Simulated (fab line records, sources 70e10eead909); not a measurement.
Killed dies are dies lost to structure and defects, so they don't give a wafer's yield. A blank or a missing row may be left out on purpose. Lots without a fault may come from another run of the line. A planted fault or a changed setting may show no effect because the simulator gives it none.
A struck lot beside a sound one | flow nand_harc | 42 steps out of a route of 1159
Sound: wafers L923.1, L923.4, L923.6. Struck: wafer L932.1. (L932.2, L932.6 of the same lot were not struck and are left out.) The cause comes at the end.
At each step with rows: each side's tool, then ch and its chambers, then its first start. Under that, the readings that differ: sound wafers | struck wafers | difference of the means | sigmas: that difference in standard deviations of wafers without a fault.
alike: readings whose means differ by less than 2 such deviations, and words and numbers that are the same on both sides. not compared: withheld readings, readings that some wafer has no value for, bounds like >300 that may hide the same value, and numbers for which the record gives no deviation and whose values overlap.
The two part at a step that has a row with sigmas, a row that says differs or no value, or rows on one side only. Numbers that don't overlap but have no deviation are shown without sigmas and don't part them. A reading that every wafer of one side lacks parts them only if that side has two wafers or more.

first, 3 steps without rows for these wafers: NHARC_A_CONTACT_ETCH_126 (etches the open film in C4F8/O2/Ar, time 155 s, target depth 956 nm); NHARC_A_CONTACT_ETCH_127 (etches the open film in C4F8/O2/Ar, time 155 s, target depth 956 nm); NHARC_A_CONTACT_ETCH_128 (etches the open film in C4F8/O2/Ar, time 155 s, target depth 956 nm).
NHARC_A_CONTACT_ETCH_129: etches the open film in C4F8/O2/Ar, time 155 s, target depth 956 nm.
  sound on har_cap_etch-02 ch 0,1, day 17 02:31; struck on har_cap_etch-02 ch 1, day 19 11:29
  not compared: rf_hours_counter_h
then, 6 steps without rows for these wafers: NHARC_A_CONTACT_ETCH_130 (etches the open film in C4F8/O2/Ar, time 155 s, target depth 956 nm); NHARC_A_CONTACT_ETCH_131 (etches the open film in C4F8/O2/Ar, time 155 s, target depth 956 nm); NHARC_A_CONTACT_ETCH_132 (etches the open film in C4F8/O2/Ar, time 156 s, target depth 958 nm); NHARC_A_CONTACT_ETCH_133 (etches the open film in C4F8/O2/Ar, time 195 s, target depth 840 nm); NHARC_A_CONTACT_ETCH_91 (etches the open film in CH3F/O2, target depth 40 nm, time 85.7 s); NHARC_A_CONTACT_ETCH_97 (etches the open film in C4F6/O2, target depth 20 nm, time 10 s).
NHARC_A_CONTACT_CD_MEAS_80:
  sound on cd_sem-03, day 17 03:51; struck on cd_sem-02, day 19 13:10
  alike: cd_nm
then, 1 step without rows for these wafers: NHARC_A_CONTACT_STRIP_103 (strips in N2/H2).
NHARC_A_CONTACT_STRIP_104: strips in CF4/CHF3.
  sound on rie_diel-06 ch 2,3, day 17 04:02; struck on rie_diel-06 ch 0,1,2, day 19 13:21
then, 2 steps without rows for these wafers: NHARC_A_CONTACT_STRIP_105 (strips in O2/COS); NHARC_A_CONTACT_ETCH_106 (etches the open film in CF4/O2, target depth 60 nm, overetch 6 nm, time 33 s).
NHARC_A_CONTACT_STRIP_82: strips in O2.
  sound on rie_diel-06 ch 0,1,3; struck on rie_diel-06 ch 3
  alike: drypump_motor_current_A, oes_product_au, rf_vpp_V, showerhead_plenum_p_Torr, throttle_valve_pct
  not compared: rf_hours_counter_h
then, 1 step without rows for these wafers: NHARC_A_CONTACT_STRIP_83 (strips in post etch residue remover, time 600 s).
NHARC_A_CONTACT_DEP_84: deposits aC, target thk 2000 nm.
  sound on acl_dep-01 ch 0, day 17 06:34; struck on acl_dep-01 ch 0, day 19 15:32
  alike: throttle_valve_pct
then, 11 steps without rows for these wafers: NHARC_A_CONTACT_DEP_85 (deposits SiON, target thk 50 nm); NHARC_A_CONTACT_DEHYDRATE_00 (time 120 s); NHARC_A_CONTACT_HMDS_01 (time 30 s); NHARC_A_CONTACT_COAT_86 (time 75 s); NHARC_A_CONTACT_COAT_87 (time 65 s); NHARC_A_CONTACT_COAT_02 (resist thk 90 nm); NHARC_A_CONTACT_SOFTBAKE_03 (time 55 s); NHARC_A_CONTACT_EBR_04; NHARC_A_CONTACT_EXPOSE_05 (exposes mask A CC); NHARC_A_CONTACT_PEB_06 (peb time 65 s); NHARC_A_CONTACT_DEVELOP_07 (develop time 35 s).
NHARC_A_CONTACT_CD_MEAS_08: target cd 100 nm.
  sound on cd_sem-01 ch 0, day 17 08:25; struck on cd_sem-01 ch 0, day 19 17:32
  alike: cd_nm
NHARC_A_CONTACT_OVL_MEAS_09:
  sound on overlay-01, day 17 08:30; struck on overlay-02, day 19 17:37
  alike: overlay_x_nm, overlay_y_nm
then, 2 steps without rows for these wafers: NHARC_A_CONTACT_DESCUM_13 (chemistry O2, time 3 s); NHARC_A_CONTACT_ETCH_88 (etches the open film in CF4, target depth 39 nm, time 65 s).
NHARC_A_CONTACT_ETCH_89: etches the open film in N2/H2, target depth 260 nm, time 475.3 s.
  sound on rie_diel-03 ch 1,2; struck on rie_diel-06 ch 2
  alike: drypump_motor_current_A, oes_product_au, rf_vpp_V, showerhead_plenum_p_Torr, throttle_valve_pct
  not compared: rf_hours_counter_h
NHARC_A_CONTACT_ETCH_30: etches the open film in CF4/CHF3, target depth 60.5 nm, time 30.2 s.
  sound on rie_diel-06 ch 1,2, day 17 09:08; struck on rie_diel-06 ch 1
  alike: drypump_motor_current_A, oes_product_au, rf_vpp_V, showerhead_plenum_p_Torr, throttle_valve_pct
  not compared: rf_hours_counter_h
then, 6 steps without rows for these wafers: NHARC_A_CONTACT_ETCH_31 (etches the open film in O2/COS, target depth 2000 nm, time 520 s); NHARC_A_CONTACT_ETCH_134 (etches the open film in C4F8/O2/Ar, time 140 s, target depth 700 nm); NHARC_A_CONTACT_ETCH_135 (etches the open film in C4F8/O2/Ar, time 132 s, target depth 1287 nm); NHARC_A_CONTACT_ETCH_136 (etches the open film in C4F8/O2/Ar, time 132 s, target depth 1287 nm); NHARC_A_CONTACT_ETCH_137 (etches the open film in C4F8/O2/Ar, time 132 s, target depth 1287 nm); NHARC_A_CONTACT_ETCH_138 (etches the open film in C4F8/O2/Ar, time 132 s, target depth 1289 nm).
-- the record jumps here: 3 days lie between the struck wafers' starts before and after (it left off in module A_CONTACT and takes up again in module END, whose first step shown is number 1159 of the route) --
NHARC_END_SORT_01:
  the record has rows for the struck wafers here (prober-02 ch 0, day 22 11:45) and none for the sound ones

WHERE THEY PART
Only at NHARC_END_SORT_01, within this record.

WHY: what the simulator had put in
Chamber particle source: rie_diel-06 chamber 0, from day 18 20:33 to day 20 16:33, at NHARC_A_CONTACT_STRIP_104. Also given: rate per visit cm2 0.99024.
